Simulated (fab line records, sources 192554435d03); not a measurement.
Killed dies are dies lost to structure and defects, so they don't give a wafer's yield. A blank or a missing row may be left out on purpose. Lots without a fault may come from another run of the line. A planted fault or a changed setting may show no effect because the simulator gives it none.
Chamber matching | flow n5_finfet | N5_MOL_CONTACT_COAG_ETCH_105 on rie_diel-06: 4 sister chambers
The step etches SiARC in CF4, target depth 15.6 nm, time 26 s. 20 wafers are shown with their chamber, then 10 later ones without.

WAFERS WITH THEIR CHAMBER
wafer  | chamber | drypump_motor_current_A (A) | showerhead_plenum_p_Torr (Torr) | throttle_valve_pct (%)
L075.1 | 0       | 5.6                         | 2.16                            | 15.64
L075.4 | 2       | 6.6                         | 2.04                            | 15.64
L075.6 | 2       | 6.6                         | 2.04                            | 15.64
L077.2 | 3       | 5.4                         | 2.04                            | 15.79
L077.4 | 0       | 5.6                         | 2.16                            | 15.62
L077.5 | 0       | 5.6                         | 2.16                            | 15.65
L078.1 | 3       | 5.5                         | 2.04                            | 15.79
L078.3 | 2       | 6.6                         | 2.04                            | 15.64
L078.4 | 0       | 5.6                         | 2.16                            | 15.64
L079.1 | 3       | 5.5                         | 2.04                            | 15.80
L079.3 | 2       | 6.6                         | 2.04                            | 15.65
L079.4 | 0       | 5.6                         | 2.16                            | 15.65
L080.2 | 1       | 4.9                         | 2.08                            | 15.92
L080.3 | 0       | 5.6                         | 2.16                            | 15.64
L080.6 | 0       | 5.6                         | 2.16                            | 15.64
L085.2 | 3       | 5.4                         | 2.04                            | 15.83
L085.3 | 0       | 5.6                         | 2.16                            | 15.68
L085.5 | 1       | 4.9                         | 2.08                            | 15.95
L089.4 | 1       | 4.9                         | 2.07                            | 15.97
L089.5 | 0       | 5.6                         | 2.15                            | 15.70

SIGNATURES (means of the wafers above)
reading                  | chamber 0 | chamber 1 | chamber 2 | chamber 3 | scatter within a chamber
drypump_motor_current_A  | 5.600     | 4.900     | 6.600     | 5.450     | 0.025
showerhead_plenum_p_Torr | 2.1589    | 2.0767    | 2.0400    | 2.0400    | 0.00312
throttle_valve_pct       | 15.6511   | 15.9467   | 15.6425   | 15.8025   | 0.0211
Rule: a wafer's distance from a chamber is the root of the sum, over the readings, of the square of ((its reading less the chamber's mean) divided by the reading's scatter). The wafer belongs to the nearest chamber; if the next one is less than 2 further off, it can't be placed. The scatter: the root of (the sum of the squares of (reading less its chamber's mean) over the shown wafers, divided by (wafers less chambers)).

WAFERS WITHOUT THEIR CHAMBER
wafer  | drypump_motor_current_A (A) | showerhead_plenum_p_Torr (Torr) | throttle_valve_pct (%)
L089.6 | 5.5                         | 2.03                            | 15.84
L092.2 | 5.6                         | 2.15                            | 15.69
L092.3 | 5.5                         | 2.03                            | 15.85
L092.6 | 4.9                         | 2.07                            | 15.98
L093.2 | 5.5                         | 2.03                            | 15.86
L093.3 | 5.6                         | 2.15                            | 15.71
L093.5 | 4.8                         | 2.07                            | 16.00
L097.2 | 5.4                         | 2.03                            | 15.90
L097.3 | 6.6                         | 2.28                            | 15.25
L097.5 | 4.8                         | 2.07                            | 16.02

WHICH CHAMBER EACH WENT THROUGH
wafer  | from the rows above | in truth
L089.6 | 3                   | 3
L092.2 | 0                   | 0
L092.3 | 3                   | 3
L092.6 | 1                   | 1
L093.2 | 3                   | 3
L093.3 | 0                   | 0
L093.5 | 1                   | 1
L097.2 | 3                   | 3
L097.3 | 0                   | 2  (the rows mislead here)
L097.5 | 1                   | 1
Placed correctly: 9 of 10. Can't be placed from these rows: 0. Placed wrongly: 1.
